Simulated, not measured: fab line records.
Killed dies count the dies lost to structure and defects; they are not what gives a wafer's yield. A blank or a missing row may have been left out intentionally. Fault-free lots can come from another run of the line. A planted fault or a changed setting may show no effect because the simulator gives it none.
Which of the tools did it? ; flow n5Finfet ; 6 lots, 17 wafers sampled, at 1 step of a route of 1938

== WHAT EACH GAUGE READ, for each wafer ==
N5_BEOL_M10_CD_MEAS_11 targets a cd of 64.1 nm.
lot;measured;on;cdNm (nm)
L577;day 10 20:38;cdSem-02;63.4 62.9 62.8
L581;day 12 02:31;cdSem-02;64.4 63.3 64.3
L586;day 13 09:58;cdSem-02;62.9 62.7 62.4
L585;day 13 16:56;cdSem-03;64.5 64.9
L591;day 15 01:40;cdSem-03;63.7 64.7 64.2
L598;day 16 21:26;cdSem-01;63.4 62.9 62.6

== WHAT TOOL EACH LOT RAN ON (gives the tool, then ch and the chambers of the sampled wafers, and finally the start) ==
There is no process step in the record ahead of these readings.

== THE ANSWER, worked out from the rows above alone ==
Rule: what is usual is taken from the lots themselves. Put in order of their means at a reading, lots are off if they are a third of the lots or fewer, leave a main group of 4 or more, and stand apart from it by a gap of 3 or more times the standard deviation of the main group's means; of several such gaps the widest counts. Not used: any main group whose means are identical at the precision the tables above print for the reading. A lot without any number at a reading at which 4 lots or more have one is off too. All remaining lots with rows at the step are treated as sound.
No lot is off at any reading shown: from this, nothing can be told.

== WHAT THE SIMULATOR HAD INSERTED ==
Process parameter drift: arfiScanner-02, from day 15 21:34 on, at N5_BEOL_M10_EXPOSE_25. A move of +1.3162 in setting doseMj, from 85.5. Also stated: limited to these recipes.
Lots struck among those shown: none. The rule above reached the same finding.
